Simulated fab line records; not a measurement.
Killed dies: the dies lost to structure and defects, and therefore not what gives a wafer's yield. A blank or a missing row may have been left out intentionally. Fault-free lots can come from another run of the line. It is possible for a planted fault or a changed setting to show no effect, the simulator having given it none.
fab line records ; flow n5Finfet
record lots=24; wafers=72; lastDay=18
route steps=1938 shown BEOL_M1@822 BEOL_M2@855
lots untouched by any fault: they come from a run of this same line in which no faults occurred
startH: hours from the record's first day to the start of the lot's first wafer shown ; waitH: hours elapsed since this lot's preceding step ; " repeats the value in the row above ; L1.1+2: a row that stands for several wafers ; - no value, or no start given ; * or withheld: withheld ; < > ~ a bound
route shown NAME@n: names a module that has steps shown in the file, with the first one's number in the route ; usual: mean/standard deviation of fault-free wafers ; same: alike in all rows ; chamber/n: place in a boat ; sites: readings site by site ; _std_site: how widely they spread, as a standard deviation ; _edge_site: mean of outer sites minus mean of inner sites ; radiusMm: how far each site lies from the wafer's centre ; mask NAME#n: copy n ; behind: the tool/chamber that last shaped the wafer ; hold: reason for holding the lot/hours on hold/outcome of the hold ; device: names the non-switching transistor (n, p or np) ; end of line: tests run on the same wafers once the route is complete ; a step with no rows: only its recipe ; killed: the dies lost at the first sort to structure and to defects; this is not the yield of the wafer ; map: per-die view of a wafer (x killed, . not killed, _ where there is no die)
set.NAME: the run value of the setting; set.NAME@STEP: its run value at that earlier step ; model.NAME: the simulator's own value behind a step, which no gauge read
a sample of lots followed through the steps of the route, with each step as a table and each wafer as a row
services: a tool's chamber out of use, with start hour (startH, from the record's first day; less than 0 if before it), hours out, and reason
## steps
# step N5_BEOL_M1_SPUTTER_88
# recipe material=Cu; targetThkA=45; tempC=-20; chamberPressurePa=0.07; powerW=withheld; timeS=8.29
# usual susceptorTempC=-19.98/0.098; throttleValvePct=30.9/0.75
lot.wafer;tool;chamber;startH;waitH;susceptorTempC;throttleValvePct
L074.2;pvdSputter-02;-;131.45;0.1;-20.17;30.3
L074.3;pvdSputter-02;-;131.45;0.1;-20.05;31.3
L074.6;pvdSputter-02;-;131.45;0.1;-20.09;31.9
L075.1;pvdSputter-01;-;134.39;0.1;-19.93;30.6
L075.2;pvdSputter-01;-;134.39;0.1;-20.13;30.2
L075.3;pvdSputter-01;-;134.39;0.1;-20.05;31.4
L077.2;pvdSputter-01;-;139.75;0.1;-19.97;31.7
L077.3;pvdSputter-01;-;139.75;0.1;-20.00;30.5
L077.4;pvdSputter-01;-;139.75;0.1;-19.91;31.7
L076.1;pvdSputter-01;-;141.59;0.1;-19.77;31.5
L076.3;pvdSputter-01;-;141.59;0.1;-19.99;30.6
L076.4;pvdSputter-01;-;141.59;0.1;-19.92;30.4
L078.1;pvdSputter-01;-;153.27;0.1;-20.04;31.9
L078.2;pvdSputter-01;-;153.27;0.1;-19.83;31.7
L078.5;pvdSputter-01;-;153.27;0.1;-19.81;31.4
L079.2;pvdSputter-03;-;155.50;0.1;-20.02;30.2
L079.4;pvdSputter-03;-;155.50;0.1;-20.00;30.5
L079.5;pvdSputter-03;-;155.50;0.1;-19.97;30.7
L080.1;pvdSputter-02;-;160.84;0.1;-19.78;32.1
L080.3;pvdSputter-02;-;160.84;0.1;-19.96;31.3
L080.5;pvdSputter-02;-;160.84;0.1;-19.98;31.2
L081.2;pvdSputter-02;-;165.36;0.1;-20.07;31.2
L081.3;pvdSputter-02;-;165.36;0.1;-19.95;30.3
L081.6;pvdSputter-02;-;165.36;0.1;-20.04;30.1
L082.3;pvdSputter-03;-;171.66;0.1;-20.13;30.5
L082.4;pvdSputter-03;-;171.66;0.1;-19.91;29.4
L082.5;pvdSputter-03;-;171.66;0.1;-20.20;31.3
L083.3;pvdSputter-03;-;179.89;0.1;-20.02;31.1
L083.5;pvdSputter-03;-;179.89;0.1;-19.93;30.5
L083.6;pvdSputter-03;-;179.89;0.1;-19.97;30.7
L086.1;pvdSputter-02;-;195.97;0.1;-20.06;31.4
L086.3;pvdSputter-02;-;195.97;0.1;-19.93;30.3
L086.5;pvdSputter-02;-;195.97;0.1;-19.87;31.9
L084.2;pvdSputter-01;-;196.05;0.1;-19.98;31.7
L084.5;pvdSputter-01;-;196.05;0.1;-19.89;30.6
L084.6;pvdSputter-01;-;196.05;0.1;-19.87;31.4
L085.3;pvdSputter-01;-;198.17;0.1;-20.03;30.2
L085.4;pvdSputter-01;-;198.17;0.1;-20.03;30.7
L085.6;pvdSputter-01;-;198.17;0.1;-20.12;32.1
L087.2;pvdSputter-02;-;210.03;0.1;-19.84;31.2
L087.4;pvdSputter-02;-;210.03;0.1;-20.02;30.1
L087.5;pvdSputter-02;-;210.03;0.1;-20.05;31.1
L088.1;pvdSputter-03;-;210.95;0.1;-19.89;30.0
L088.2;pvdSputter-03;-;210.95;0.1;-20.14;30.5
L088.4;pvdSputter-03;-;210.95;0.1;-19.96;30.9
L089.1;pvdSputter-03;-;217.43;0.1;-19.95;31.2
L089.5;pvdSputter-03;-;217.43;0.1;-19.89;30.1
L089.6;pvdSputter-03;-;217.43;0.1;-20.10;29.5
L090.3;pvdSputter-03;-;223.47;0.1;-19.98;31.2
L090.5;pvdSputter-03;-;223.47;0.1;-20.08;30.5
L090.6;pvdSputter-03;-;223.47;0.1;-20.02;31.2
L091.1;pvdSputter-02;-;226.92;0.1;-20.03;31.1
L091.4;pvdSputter-02;-;226.92;0.1;-19.90;31.5
L091.5;pvdSputter-02;-;226.92;0.1;-19.90;31.3
L093.2;pvdSputter-02;-;240.16;0.1;-20.11;30.2
L093.3;pvdSputter-02;-;240.16;0.1;-20.03;32.3
L093.4;pvdSputter-02;-;240.16;0.1;-20.03;31.3
L092.4;pvdSputter-01;-;245.69;0.1;-19.86;30.8
L092.5;pvdSputter-01;-;245.69;0.1;-19.75;30.7
L092.6;pvdSputter-01;-;245.69;0.1;-20.02;30.6
L094.1;pvdSputter-03;-;249.36;0.1;-19.98;30.2
L094.4;pvdSputter-03;-;249.36;0.1;-20.04;31.1
L094.5;pvdSputter-03;-;249.36;0.1;-19.92;30.7
L095.2;pvdSputter-02;-;271.95;0.1;-19.96;31.0
L095.4;pvdSputter-02;-;271.95;0.1;-20.01;31.9
L095.6;pvdSputter-02;-;271.95;0.1;-20.13;31.0
L096.1;pvdSputter-03;-;277.27;0.1;-19.99;30.1
L096.5;pvdSputter-03;-;277.27;0.1;-19.91;30.4
L096.6;pvdSputter-03;-;277.27;0.1;-19.99;30.0
L097.1;pvdSputter-02;-;277.60;0.1;-20.05;30.2
L097.3;pvdSputter-02;-;277.60;0.1;-19.96;32.0
L097.5;pvdSputter-02;-;277.60;0.1;-19.83;30.0
# step N5_BEOL_M1_SPUTTER_90
# recipe material=Cu; targetThkA=45; tempC=-20; chamberPressurePa=0.07; powerW=withheld; timeS=8.29
# usual susceptorTempC=-20.01/0.1; throttleValvePct=30.9/0.75
lot.wafer;tool;chamber;startH;waitH;susceptorTempC;throttleValvePct
L074.2;pvdSputter-02;-;131.67;0.1;-20.01;30.1
L074.3;pvdSputter-02;-;131.67;0.1;-20.09;31.3
L074.6;pvdSputter-02;-;131.67;0.1;-19.90;31.7
L075.1;pvdSputter-01;-;134.61;0.1;-20.05;30.4
L075.2;pvdSputter-01;-;134.61;0.1;-20.12;30.6
L075.3;pvdSputter-01;-;134.61;0.1;-20.04;31.2
L077.2;pvdSputter-01;-;139.97;0.1;-19.99;31.8
L077.3;pvdSputter-01;-;139.97;0.1;-20.01;30.9
L077.4;pvdSputter-01;-;139.97;0.1;-20.01;31.1
L076.1;pvdSputter-01;-;141.81;0.1;-19.78;31.2
L076.3;pvdSputter-01;-;141.81;0.1;-19.80;30.7
L076.4;pvdSputter-01;-;141.81;0.1;-19.99;30.3
L078.1;pvdSputter-01;-;153.49;0.1;-20.17;32.0
L078.2;pvdSputter-01;-;153.49;0.1;-19.96;31.4
L078.5;pvdSputter-01;-;153.49;0.1;-19.99;31.3
L079.2;pvdSputter-03;-;155.72;0.1;-20.04;30.1
L079.4;pvdSputter-03;-;155.72;0.1;-20.04;30.5
L079.5;pvdSputter-03;-;155.72;0.1;-20.22;30.6
L080.1;pvdSputter-02;-;161.06;0.1;-20.03;32.3
L080.3;pvdSputter-02;-;161.06;0.1;-20.01;31.2
L080.5;pvdSputter-02;-;161.06;0.1;-20.20;31.0
L081.2;pvdSputter-02;-;165.58;0.1;-20.09;31.0
L081.3;pvdSputter-02;-;165.58;0.1;-20.04;30.3
L081.6;pvdSputter-02;-;165.58;0.1;-19.93;30.1
L082.3;pvdSputter-03;-;171.88;0.1;-20.11;30.8
L082.4;pvdSputter-03;-;171.88;0.1;-20.01;29.4
L082.5;pvdSputter-03;-;171.88;0.1;-19.93;31.4
L083.3;pvdSputter-03;-;180.11;0.1;-19.96;31.1
L083.5;pvdSputter-03;-;180.11;0.1;-20.00;30.0
L083.6;pvdSputter-03;-;180.11;0.1;-20.08;30.7
L086.1;pvdSputter-02;-;196.19;0.1;-20.02;31.3
L086.3;pvdSputter-02;-;196.19;0.1;-19.83;30.3
L086.5;pvdSputter-02;-;196.19;0.1;-19.87;32.2
L084.2;pvdSputter-01;-;196.27;0.1;-19.91;31.9
L084.5;pvdSputter-01;-;196.27;0.1;-19.90;30.3
L084.6;pvdSputter-01;-;196.27;0.1;-20.14;31.5
L085.3;pvdSputter-01;-;198.39;0.1;-19.79;30.6
L085.4;pvdSputter-01;-;198.39;0.1;-19.95;30.8
L085.6;pvdSputter-01;-;198.39;0.1;-19.86;31.9
L087.2;pvdSputter-02;-;210.25;0.1;-20.08;31.1
L087.4;pvdSputter-02;-;210.25;0.1;-20.03;30.4
L087.5;pvdSputter-02;-;210.25;0.1;-19.92;31.3
L088.1;pvdSputter-03;-;211.17;0.1;-20.22;30.2
L088.2;pvdSputter-03;-;211.17;0.1;-19.88;30.6
L088.4;pvdSputter-03;-;211.17;0.1;-20.09;31.1
L089.1;pvdSputter-03;-;217.65;0.1;-20.08;31.1
L089.5;pvdSputter-03;-;217.65;0.1;-20.09;30.2
L089.6;pvdSputter-03;-;217.65;0.1;-20.01;29.8
L090.3;pvdSputter-03;-;223.69;0.1;-20.07;31.0
L090.5;pvdSputter-03;-;223.69;0.1;-19.89;30.9
L090.6;pvdSputter-03;-;223.69;0.1;-20.11;31.3
L091.1;pvdSputter-02;-;227.14;0.1;-19.97;31.2
L091.4;pvdSputter-02;-;227.14;0.1;-20.00;31.2
L091.5;pvdSputter-02;-;227.14;0.1;-19.93;31.6
L093.2;pvdSputter-02;-;240.38;0.1;-19.96;30.1
L093.3;pvdSputter-02;-;240.38;0.1;-19.94;31.9
L093.4;pvdSputter-02;-;240.38;0.1;-19.94;31.0
L092.4;pvdSputter-01;-;245.91;0.1;-20.21;30.7
L092.5;pvdSputter-01;-;245.91;0.1;-20.18;30.9
L092.6;pvdSputter-01;-;245.91;0.1;-19.97;30.5
L094.1;pvdSputter-03;-;249.58;0.1;-20.08;30.3
L094.4;pvdSputter-03;-;249.58;0.1;-19.93;30.9
L094.5;pvdSputter-03;-;249.58;0.1;-20.04;30.4
L095.2;pvdSputter-02;-;272.17;0.1;-20.27;31.1
L095.4;pvdSputter-02;-;272.17;0.1;-20.03;32.1
L095.6;pvdSputter-02;-;272.17;0.1;-20.14;30.9
L096.1;pvdSputter-03;-;277.49;0.1;-20.11;30.0
L096.5;pvdSputter-03;-;277.49;0.1;-19.94;30.4
L096.6;pvdSputter-03;-;277.49;0.1;-20.04;30.1
L097.1;pvdSputter-02;-;277.82;0.1;-20.05;30.1
L097.3;pvdSputter-02;-;277.82;0.1;-19.92;32.0
L097.5;pvdSputter-02;-;277.82;0.1;-20.04;30.3
# step N5_BEOL_M1_ANNEAL_95
# recipe tempC=400; timeS=240; ambient=vacuum
# usual heaterPowerW=831/86; susceptorTempC=400.01/0.23
lot.wafer;tool;chamber;startH;waitH;heaterPowerW;susceptorTempC
L074.2;pvdSputter-02;-;132.19;0.0;822;400.02
L074.3;pvdSputter-02;-;132.19;0.0;831;400.44
L074.6;pvdSputter-02;-;132.19;0.0;909;399.93
L075.1;pvdSputter-01;-;135.13;0.0;689;399.94
L075.2;pvdSputter-01;-;135.13;0.0;872;399.91
L075.3;pvdSputter-01;-;135.13;0.0;815;399.84
L077.2;pvdSputter-01;-;140.49;0.0;815;400.27
L077.3;pvdSputter-01;-;140.49;0.0;675;400.05
L077.4;pvdSputter-01;-;140.49;0.0;804;400.14
L076.1;pvdSputter-01;-;142.33;0.0;812;399.74
L076.3;pvdSputter-01;-;142.33;0.0;679;399.63
L076.4;pvdSputter-01;-;142.33;0.0;877;400.32
L078.1;pvdSputter-01;-;154.01;0.0;839;400.02
L078.2;pvdSputter-01;-;154.01;0.0;815;400.01
L078.5;pvdSputter-01;-;154.01;0.0;802;400.33
L079.2;pvdSputter-03;-;156.24;0.0;690;399.98
L079.4;pvdSputter-03;-;156.24;0.0;984;399.75
L079.5;pvdSputter-03;-;156.24;0.0;1015;400.04
L080.1;pvdSputter-02;-;161.58;0.0;893;400.06
L080.3;pvdSputter-02;-;161.58;0.0;853;400.15
L080.5;pvdSputter-02;-;161.58;0.0;831;400.24
L081.2;pvdSputter-02;-;166.10;0.0;866;399.48
L081.3;pvdSputter-02;-;166.10;0.0;819;399.85
L081.6;pvdSputter-02;-;166.10;0.0;803;400.00
L082.3;pvdSputter-03;-;172.40;0.0;976;400.34
L082.4;pvdSputter-03;-;172.40;0.0;760;399.75
L082.5;pvdSputter-03;-;172.40;0.0;898;400.13
L083.3;pvdSputter-03;-;180.63;0.0;919;399.57
L083.5;pvdSputter-03;-;180.63;0.0;686;400.03
L083.6;pvdSputter-03;-;180.63;0.0;974;399.92
L086.1;pvdSputter-02;-;196.71;0.0;849;400.00
L086.3;pvdSputter-02;-;196.71;0.0;812;399.75
L086.5;pvdSputter-02;-;196.71;0.0;906;400.08
L084.2;pvdSputter-01;-;196.79;0.0;840;400.10
L084.5;pvdSputter-01;-;196.79;0.0;846;400.29
L084.6;pvdSputter-01;-;196.79;0.0;802;400.00
L085.3;pvdSputter-01;-;198.91;0.0;837;399.49
L085.4;pvdSputter-01;-;198.91;0.0;713;399.66
L085.6;pvdSputter-01;-;198.91;0.0;855;400.12
L087.2;pvdSputter-02;-;210.77;0.0;834;399.85
L087.4;pvdSputter-02;-;210.77;0.0;803;400.05
L087.5;pvdSputter-02;-;210.77;0.0;841;400.06
L088.1;pvdSputter-03;-;211.69;0.0;659;399.67
L088.2;pvdSputter-03;-;211.69;0.0;984;399.91
L088.4;pvdSputter-03;-;211.69;0.0;885;400.21
L089.1;pvdSputter-03;-;218.17;0.0;923;400.19
L089.5;pvdSputter-03;-;218.17;0.0;670;399.88
L089.6;pvdSputter-03;-;218.17;0.0;735;399.94
L090.3;pvdSputter-03;-;224.21;0.0;889;400.33
L090.5;pvdSputter-03;-;224.21;0.0;954;400.29
L090.6;pvdSputter-03;-;224.21;0.0;896;400.20
L091.1;pvdSputter-02;-;227.66;0.0;853;399.88
L091.4;pvdSputter-02;-;227.66;0.0;854;400.17
L091.5;pvdSputter-02;-;227.66;0.0;839;400.53
L093.2;pvdSputter-02;-;240.90;0.0;831;400.09
L093.3;pvdSputter-02;-;240.90;0.0;899;399.80
L093.4;pvdSputter-02;-;240.90;0.0;853;400.02
L092.4;pvdSputter-01;-;246.43;0.0;680;400.57
L092.5;pvdSputter-01;-;246.43;0.0;688;400.28
L092.6;pvdSputter-01;-;246.43;0.0;834;399.91
L094.1;pvdSputter-03;-;250.10;0.0;673;400.44
L094.4;pvdSputter-03;-;250.10;0.0;900;399.82
L094.5;pvdSputter-03;-;250.10;0.0;986;399.71
L095.2;pvdSputter-02;-;272.69;0.0;854;399.81
L095.4;pvdSputter-02;-;272.69;0.0;910;400.09
L095.6;pvdSputter-02;-;272.69;0.0;835;399.55
L096.1;pvdSputter-03;-;278.01;0.0;684;399.94
L096.5;pvdSputter-03;-;278.01;0.0;979;399.88
L096.6;pvdSputter-03;-;278.01;0.0;676;400.24
L097.1;pvdSputter-02;-;278.34;0.0;830;400.34
L097.3;pvdSputter-02;-;278.34;0.0;872;399.98
L097.5;pvdSputter-02;-;278.34;0.0;820;400.29
# step N5_BEOL_M1_ANNEAL_51
# recipe tempC=225; timeS=90; ambient=N2
# usual wafer_temp_C_max=225.76/0.27
lot.wafer;tool;chamber;startH;waitH;wafer_temp_C_max
L074.2;rtpAnneal-02;0;132.66;0.2;225.81
L074.3;rtpAnneal-02;0;132.66;0.2;225.96
L074.6;rtpAnneal-02;0;132.66;0.2;225.86
L075.1;rtpAnneal-02;0;135.46;0.1;225.60
L075.2;rtpAnneal-02;0;135.46;0.1;225.61
L075.3;rtpAnneal-02;0;135.46;0.1;225.60
L077.2;rtpAnneal-01;0;140.87;0.1;225.55
L077.3;rtpAnneal-01;0;140.87;0.1;226.23
L077.4;rtpAnneal-01;0;140.87;0.1;225.84
L076.1;rtpAnneal-01;0;142.73;0.1;226.04
L076.3;rtpAnneal-01;0;142.73;0.1;226.08
L076.4;rtpAnneal-01;0;142.73;0.1;226.07
L078.1;rtpAnneal-02;0;154.34;0.1;225.32
L078.2;rtpAnneal-02;0;154.34;0.1;225.60
L078.5;rtpAnneal-02;0;154.34;0.1;225.96
L079.2;rtpAnneal-02;0;156.62;0.1;225.61
L079.4;rtpAnneal-02;0;156.62;0.1;225.43
L079.5;rtpAnneal-02;0;156.62;0.1;225.41
L080.1;rtpAnneal-01;0;161.92;0.1;226.29
L080.3;rtpAnneal-01;0;161.92;0.1;225.99
L080.5;rtpAnneal-01;0;161.92;0.1;226.11
L081.2;rtpAnneal-02;0;166.48;0.1;225.92
L081.3;rtpAnneal-02;0;166.48;0.1;225.39
L081.6;rtpAnneal-02;0;166.48;0.1;225.51
L082.3;rtpAnneal-02;0;172.83;0.1;225.60
L082.4;rtpAnneal-02;0;172.83;0.1;225.52
L082.5;rtpAnneal-02;0;172.83;0.1;225.79
L083.3;rtpAnneal-01;0;181.05;0.1;225.95
L083.5;rtpAnneal-01;0;181.05;0.1;226.25
L083.6;rtpAnneal-01;0;181.05;0.1;226.18
L086.1;rtpAnneal-01;0;197.04;0.1;225.76
L086.3;rtpAnneal-01;0;197.04;0.1;226.24
L086.5;rtpAnneal-01;0;197.04;0.1;226.26
L084.2;rtpAnneal-02;0;197.17;0.1;225.96
L084.5;rtpAnneal-02;0;197.17;0.1;225.45
L084.6;rtpAnneal-02;0;197.17;0.1;225.70
L085.3;rtpAnneal-02;0;199.45;0.2;225.83
L085.4;rtpAnneal-02;0;199.45;0.2;225.72
L085.6;rtpAnneal-02;0;199.45;0.2;225.82
L087.2;rtpAnneal-02;0;211.19;0.2;225.62
L087.4;rtpAnneal-02;0;211.19;0.2;225.54
L087.5;rtpAnneal-02;0;211.19;0.2;225.48
L088.1;rtpAnneal-02;0;212.03;0.1;225.79
L088.2;rtpAnneal-02;0;212.03;0.1;225.47
L088.4;rtpAnneal-02;0;212.03;0.1;225.78
L089.1;rtpAnneal-02;0;218.51;0.1;225.45
L089.5;rtpAnneal-02;0;218.51;0.1;225.75
L089.6;rtpAnneal-02;0;218.51;0.1;225.54
L090.3;rtpAnneal-02;0;224.67;0.2;225.58
L090.5;rtpAnneal-02;0;224.67;0.2;225.55
L090.6;rtpAnneal-02;0;224.67;0.2;225.41
L091.1;rtpAnneal-02;0;228.00;0.1;225.47
L091.4;rtpAnneal-02;0;228.00;0.1;225.72
L091.5;rtpAnneal-02;0;228.00;0.1;225.51
L093.2;rtpAnneal-01;0;241.28;0.1;225.98
L093.3;rtpAnneal-01;0;241.28;0.1;225.83
L093.4;rtpAnneal-01;0;241.28;0.1;225.68
L092.4;rtpAnneal-01;0;246.90;0.2;226.28
L092.5;rtpAnneal-01;0;246.90;0.2;226.01
L092.6;rtpAnneal-01;0;246.90;0.2;225.95
L094.1;rtpAnneal-02;0;250.44;0.1;225.55
L094.4;rtpAnneal-02;0;250.44;0.1;225.82
L094.5;rtpAnneal-02;0;250.44;0.1;225.68
L095.2;rtpAnneal-02;0;273.07;0.1;225.11
L095.4;rtpAnneal-02;0;273.07;0.1;225.58
L095.6;rtpAnneal-02;0;273.07;0.1;225.58
L096.1;rtpAnneal-01;0;278.35;0.1;226.01
L096.5;rtpAnneal-01;0;278.35;0.1;226.08
L096.6;rtpAnneal-01;0;278.35;0.1;226.06
L097.1;rtpAnneal-01;0;278.67;0.1;225.96
L097.3;rtpAnneal-01;0;278.67;0.1;226.33
L097.5;rtpAnneal-01;0;278.67;0.1;225.54
# step N5_BEOL_M2_OVL_MEAS_12
# recipe pointsPerWafer=522
# usual M2_OVL=-0.5/0.8
lot.wafer;tool;chamber;startH;waitH;M2_OVL[nm]
L074.2;overlay-02;0;137.90;0.0;-0.8
L074.3;overlay-02;0;137.90;0.0;0.3
L074.6;overlay-02;0;137.90;0.0;-0.7
L075.1;overlay-01;0;138.22;0.0;-0.2
L075.2;overlay-01;0;138.22;0.0;0.1
L075.3;overlay-01;0;138.22;0.0;-0.5
L077.2;overlay-02;0;143.18;0.0;0.2
L077.3;overlay-02;0;143.18;0.0;0.1
L077.4;overlay-02;0;143.18;0.0;0.2
L076.1;overlay-01;0;145.01;0.0;0.0
L076.3;overlay-01;0;145.01;0.0;-0.1
L076.4;overlay-01;0;145.01;0.0;0.8
L078.1;overlay-01;0;160.38;0.0;-0.1
L078.2;overlay-01;0;160.38;0.0;-1.6
L078.5;overlay-01;0;160.38;0.0;-0.6
L079.2;overlay-01;0;160.65;0.0;0.6
L079.4;overlay-01;0;160.65;0.0;0.1
L079.5;overlay-01;0;160.65;0.0;-0.7
L080.1;overlay-01;0;163.88;0.0;-0.5
L080.3;overlay-01;0;163.88;0.0;-1.8
L080.5;overlay-01;0;163.88;0.0;-0.9
L081.2;overlay-01;0;168.06;0.0;-0.5
L081.3;overlay-01;0;168.06;0.0;-0.2
L081.6;overlay-01;0;168.06;0.0;-1.3
L082.3;overlay-01;0;177.66;0.0;-0.9
L082.4;overlay-01;0;177.66;0.0;-0.6
L082.5;overlay-01;0;177.66;0.0;-0.1
L083.3;overlay-01;0;182.77;0.0;-0.6
L083.5;overlay-01;0;182.77;0.0;-1.0
L083.6;overlay-01;0;182.77;0.0;-0.5
L084.2;overlay-02;0;200.36;0.0;0.0
L084.5;overlay-02;0;200.36;0.0;-0.3
L084.6;overlay-02;0;200.36;0.0;-0.8
L086.1;overlay-01;0;200.40;0.0;-1.9
L086.3;overlay-01;0;200.40;0.0;-1.7
L086.5;overlay-01;0;200.40;0.0;-0.6
L085.3;overlay-01;0;202.40;0.0;-1.1
L085.4;overlay-01;0;202.40;0.0;-2.3
L085.6;overlay-01;0;202.40;0.0;-2.1
L087.2;overlay-02;0;214.06;0.0;-1.7
L087.4;overlay-02;0;214.06;0.0;-1.0
L087.5;overlay-02;0;214.06;0.0;-0.5
L088.1;overlay-01;0;214.76;0.0;-1.1
L088.2;overlay-01;0;214.76;0.0;0.2
L088.4;overlay-01;0;214.76;0.0;-0.3
L089.1;overlay-02;0;220.72;0.0;-0.2
L089.5;overlay-02;0;220.72;0.0;-0.2
L089.6;overlay-02;0;220.72;0.0;-1.4
L090.3;overlay-02;0;226.15;0.0;-0.6
L090.5;overlay-02;0;226.15;0.0;-1.7
L090.6;overlay-02;0;226.15;0.0;-1.5
L091.1;overlay-01;0;229.61;0.0;-0.4
L091.4;overlay-01;0;229.61;0.0;-1.0
L091.5;overlay-01;0;229.61;0.0;-0.5
L093.2;overlay-02;0;243.85;0.0;0.3
L093.3;overlay-02;0;243.85;0.0;-0.2
L093.4;overlay-02;0;243.85;0.0;0.7
L092.4;overlay-01;0;248.55;0.0;0.6
L092.5;overlay-01;0;248.55;0.0;0.5
L092.6;overlay-01;0;248.55;0.0;0.5
L094.1;overlay-01;0;252.25;0.0;1.0
L094.4;overlay-01;0;252.25;0.0;1.2
L094.5;overlay-01;0;252.25;0.0;0.3
L095.2;overlay-01;0;275.98;0.0;-0.2
L095.4;overlay-01;0;275.98;0.0;-1.7
L095.6;overlay-01;0;275.98;0.0;-0.5
L096.1;overlay-01;0;280.95;0.0;0.5
L096.5;overlay-01;0;280.95;0.0;0.9
L096.6;overlay-01;0;280.95;0.0;-0.4
L097.1;overlay-01;0;281.83;0.0;-0.1
L097.3;overlay-01;0;281.83;0.0;0.0
L097.5;overlay-01;0;281.83;0.0;-0.9
# step N5_BEOL_M2_HM_OPEN_17
# recipe chemistry=Cl2/BCl3; targetDepthA=200; overetchA=60; target=TiN; maskMaterial=SOC; ionEnergyEv=150; pressureMtorr=10; icpW=1000; biasW=126; Cl2_flow_sccm=53.25; bcl3FlowSccm=21.75; Ar_flow_sccm=25
# usual drypumpMotorCurrentA=5.6/0.53; oesProductAu=0.63/0.092; throttleValvePct=22.23/0.19
lot.wafer;tool;chamber;startH;waitH;drypumpMotorCurrentA;oesProductAu;rfHoursCounterH;throttleValvePct
L074.2;rieMetal-03;1;138.25;0.0;5.7;0.68;31;21.99
L074.3;rieMetal-03;1;138.25;0.0;5.7;0.69;-;21.99
L074.6;rieMetal-03;0;138.25;0.0;5.6;0.73;-;22.28
L075.1;rieMetal-02;0;138.56;0.0;4.8;0.55;101;21.99
L075.2;rieMetal-02;1;138.56;0.0;6.2;0.56;92;22.39
L075.3;rieMetal-02;1;138.56;0.0;6.2;0.56;-;22.39
L077.2;rieMetal-01;1;143.66;0.0;6.2;0.71;25;22.41
L077.3;rieMetal-01;0;143.66;0.0;5.5;0.51;-;22.61
L077.4;rieMetal-01;1;143.66;0.0;6.2;0.73;-;22.39
L076.1;rieMetal-02;1;145.66;0.2;6.2;0.56;93;22.41
L076.3;rieMetal-02;0;145.66;0.2;4.8;0.56;-;21.98
L076.4;rieMetal-02;1;145.66;0.2;6.2;0.56;-;22.40
L078.1;rieMetal-02;1;160.72;0.0;6.2;0.56;94;22.40
L078.2;rieMetal-02;0;160.72;0.0;4.8;0.55;103;22.00
L078.5;rieMetal-02;1;160.72;0.0;6.2;0.55;-;22.39
L079.2;rieMetal-02;1;160.99;0.0;6.2;0.56;94;22.38
L079.4;rieMetal-02;1;160.99;0.0;6.2;0.56;-;22.39
L079.5;rieMetal-02;0;160.99;0.0;4.8;0.55;-;21.98
L080.1;rieMetal-02;0;164.24;0.0;4.8;0.55;103;21.99
L080.3;rieMetal-02;0;164.24;0.0;4.8;0.55;-;21.99
L080.5;rieMetal-02;0;164.24;0.0;4.8;0.55;-;21.98
L081.2;rieMetal-01;1;168.82;0.0;6.2;0.70;28;22.40
L081.3;rieMetal-01;1;168.82;0.0;6.2;0.70;-;22.42
L081.6;rieMetal-01;0;168.82;0.0;5.5;0.84;-;22.28
L082.3;rieMetal-03;0;178.03;0.1;5.5;0.72;-;22.28
L082.4;rieMetal-03;1;178.03;0.1;5.7;0.67;-;21.99
L082.5;rieMetal-03;1;178.03;0.1;5.7;0.67;-;21.99
L083.3;rieMetal-03;1;183.13;0.1;5.7;0.66;-;22.00
L083.5;rieMetal-03;1;183.13;0.1;5.6;0.67;-;22.00
L083.6;rieMetal-03;0;183.13;0.1;5.5;0.71;-;22.29
L084.2;rieMetal-01;1;200.83;0.0;6.2;0.70;31;22.41
L084.5;rieMetal-01;1;200.83;0.0;6.2;0.70;-;22.41
L084.6;rieMetal-01;0;200.83;0.0;5.5;0.80;-;22.28
L086.1;rieMetal-03;0;201.06;0.0;5.6;0.71;28;22.30
L086.3;rieMetal-03;1;201.06;0.0;5.7;0.66;-;22.01
L086.5;rieMetal-03;1;201.06;0.0;5.7;0.66;-;22.01
L085.3;rieMetal-02;1;202.96;0.1;6.2;0.56;-;22.39
L085.4;rieMetal-02;0;202.96;0.1;4.8;0.55;-;21.98
L085.6;rieMetal-02;1;202.96;0.1;6.2;0.56;-;22.38
L087.2;rieMetal-02;0;214.45;0.0;4.8;0.54;108;21.98
L087.4;rieMetal-02;1;214.45;0.0;6.2;0.55;-;22.42
L087.5;rieMetal-02;1;214.45;0.0;6.2;0.54;-;22.40
L088.1;rieMetal-03;0;215.30;0.0;5.5;0.70;29;22.30
L088.2;rieMetal-03;1;215.30;0.0;5.7;0.65;39;22.02
L088.4;rieMetal-03;0;215.30;0.0;5.6;0.70;-;22.31
L089.1;rieMetal-01;1;221.14;0.0;6.2;0.69;32;22.43
L089.5;rieMetal-01;0;221.14;0.0;5.5;0.79;-;22.29
L089.6;rieMetal-01;1;221.14;0.0;6.2;0.70;-;22.43
L090.3;rieMetal-01;1;226.51;0.1;6.2;0.69;-;22.43
L090.5;rieMetal-01;1;226.51;0.1;6.2;0.69;-;22.41
L090.6;rieMetal-01;0;226.51;0.1;5.5;0.79;-;22.30
L091.1;rieMetal-02;0;229.96;0.0;4.8;0.54;110;21.98
L091.4;rieMetal-02;0;229.96;0.0;4.8;0.54;-;21.98
L091.5;rieMetal-02;0;229.96;0.0;4.8;0.55;-;21.99
L093.2;rieMetal-01;1;244.52;0.0;6.2;0.69;34;22.39
L093.3;rieMetal-01;1;244.52;0.0;6.2;0.69;-;22.43
L093.4;rieMetal-01;0;244.52;0.0;5.5;0.78;-;22.29
L092.4;rieMetal-02;1;249.01;0.1;6.2;0.55;-;22.41
L092.5;rieMetal-02;1;249.01;0.1;6.2;0.54;-;22.42
L092.6;rieMetal-02;0;249.01;0.1;4.8;0.54;-;22.01
L094.1;rieMetal-02;0;252.60;0.0;4.8;0.53;112;22.00
L094.4;rieMetal-02;1;252.60;0.0;6.2;0.55;-;22.42
L094.5;rieMetal-02;0;252.60;0.0;4.8;0.53;-;22.00
L095.2;rieMetal-03;1;276.40;0.0;5.7;0.65;43;22.01
L095.4;rieMetal-03;0;276.40;0.0;5.6;0.69;-;22.31
L095.6;rieMetal-03;0;276.40;0.0;5.5;0.69;-;22.31
L096.1;rieMetal-01;0;281.77;0.0;5.5;0.77;10;22.29
L096.5;rieMetal-01;0;281.77;0.0;5.5;0.77;-;22.28
L096.6;rieMetal-01;1;281.77;0.0;6.2;0.68;-;22.43
L097.1;rieMetal-02;1;282.25;0.0;6.2;0.54;105;22.41
L097.3;rieMetal-02;1;282.25;0.0;6.2;0.55;-;22.44
L097.5;rieMetal-02;0;282.25;0.0;4.8;0.53;-;22.01
## services
tool;chamber;startH;hours;kind
pvdSputter-02;-;115.51;1.1;repair
rieMetal-01;0;148.50;-;clean
rieMetal-01;0;148.50;19.5;scheduledDown
rieMetal-01;0;148.50;19.5;ventCycle
rieMetal-03;-;208.83;0.7;repair
rieMetal-02;1;223.28;6.9;repair
rieMetal-01;0;274.69;5.8;repair
## key
fault none
